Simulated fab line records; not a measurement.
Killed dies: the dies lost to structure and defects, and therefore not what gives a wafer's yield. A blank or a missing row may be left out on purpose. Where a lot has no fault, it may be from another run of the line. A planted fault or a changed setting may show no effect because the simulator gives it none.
Struck lot and sound lot, side by side || flow n5-finfet || 16 out of 1938 route steps
Sound: the wafers L164.2, L164.3, L164.6. Wafers struck: L175.1, L175.2, L175.3. The cause comes at the end.
At each step with rows: each side's tool, then ch and its chambers, then its first start. Under that, the readings that differ: sound wafers || struck wafers || difference of the means || sigmas: that difference in standard deviations of wafers without a fault.
alike: words and numbers the same on both sides, and readings whose means are apart by under 2 such deviations; not compared: readings that were withheld, readings missing a value for some wafer, numbers with overlapping values and no deviation given by the record, and bounds like >300 which may hide the same value.
Wherever a step has rows on one side only, a row that says differs or no value, or a row with sigmas, the two part there. Numbers that have no deviation but don't overlap get no sigmas and don't part them. A reading missing from all wafers of one side parts the sides only when that side holds two or more wafers.

first, 7 steps without rows for these wafers: N5_BEOL_M3_COAT_73 (time 60 s, resist thk 5 nm); N5_BEOL_M3_COAT_05 (resist thk 30 nm); N5_BEOL_M3_EBR_07; N5_BEOL_M3_SOFTBAKE_06 (time 60 s); N5_BEOL_M3_EXPOSE_08 (exposes mask M3); N5_BEOL_M3_PEB_09 (peb time 60 s); N5_BEOL_M3_DEVELOP_10 (develop time 30 s).
N5_BEOL_M3_CD_MEAS_11: target cd 17.05 nm.
  sound on cd-sem-02 ch 0, day 8 07:05; struck on cd-sem-01 ch 0, day 10 23:21
  alike: cd-nm
N5_BEOL_M3_OVL_MEAS_12:
  sound on overlay-02 ch 0, day 8 07:07; struck on overlay-02 ch 0, day 10 23:23
  alike: M3_OVL
N5_BEOL_M3_INSPECT_13: inspects for defects (brightfield).
  struck on defect-inspect-02, day 10 23:26; sound on defect-inspect-01, day 8 07:10
  alike: raw-defect-count
N5_BEOL_M3_DESCUM_16: chemistry O2, time 7 s.
  sound on rie-diel-05 ch 0,1,3, day 8 07:30; struck on rie-diel-05 ch 0,2,3, day 10 23:29
  alike: bias-power-w, chamber-pressure-mTorr, drypump-motor-current-A, oes-product-au, rf-vpp-V, showerhead-plenum-p-Torr, throttle-valve-pct
  not compared: rf-hours-counter-h
N5_BEOL_M3_ETCH_74: etches underlayer in N2/H2, target depth 6.5 nm, time 5.2 s.
  sound on rie-diel-05 ch 0,1,3, day 8 07:32; struck on rie-diel-05 ch 0,2,3, day 10 23:31
  alike: chamber-pressure-mTorr, drypump-motor-current-A, etch-rf-on-time-s, n2-flow-sccm, oes-product-au, rf-vpp-V, showerhead-plenum-p-Torr, throttle-valve-pct
  not compared: rf-hours-counter-h
N5_BEOL_M3_ETCH_63: etches SiARC in CF4, target depth 15.6 nm, time 26 s.
  sound on rie-diel-05 ch 0,1,3, day 8 07:33; struck on rie-diel-05 ch 0,2,3, day 10 23:32
{"reading": "etch-rf-on-time-s (s)", "sound": "27.3 25.2 24.1", "struck": "17.9 16.9 18.6", "difference": -7.7, "sigmas": -8}
{"reading": "oes-product-au (a.u.)", "sound": "0.70 0.68 0.84", "struck": "0.81 1.01 0.88", "difference": "+0.16", "sigmas": "+2"}
  alike: chamber-pressure-mTorr, drypump-motor-current-A, rf-vpp-V, showerhead-plenum-p-Torr, throttle-valve-pct
  not compared: rf-hours-counter-h
N5_BEOL_M3_ETCH_64: etches SOC in N2/H2, target depth 75 nm, overetch 15 nm, time 112.5 s.
  sound on rie-diel-05 ch 0,1,3, day 8 07:35; struck on rie-diel-05 ch 0,2,3, day 10 23:34
  alike: chamber-pressure-mTorr, drypump-motor-current-A, n2-flow-sccm, oes-product-au, rf-vpp-V, showerhead-plenum-p-Torr, throttle-valve-pct
  not compared: rf-hours-counter-h
N5_BEOL_M4_RC_MEAS_101:
  sound on prober-02 ch 0, day 9 03:31; struck on prober-02 ch 0, day 12 04:39
{"reading": "DIBL_N (mV/V)", "sound": "36.6 36.4 38.1", "struck": "31.8 33.8 31.2", "difference": -4.8, "sigmas": -2}
  alike: DIBL_P, IOFF_N, IOFF_P, ION_N, ION_P, SS_N, SS_P, VT_N, VT_P
N5_PASSIVATION_PROBE_49:
  sound wafers here have rows in the record (prober-02, day 13 17:59); struck ones have none

## WHERE THEY PART
First at N5_BEOL_M3_ETCH_63; last, within this record, at N5_PASSIVATION_PROBE_49.

WHY: the cause the simulator had injected
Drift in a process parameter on rie-diel-05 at N5_BEOL_M3_ETCH_63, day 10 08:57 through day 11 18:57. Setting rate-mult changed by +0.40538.
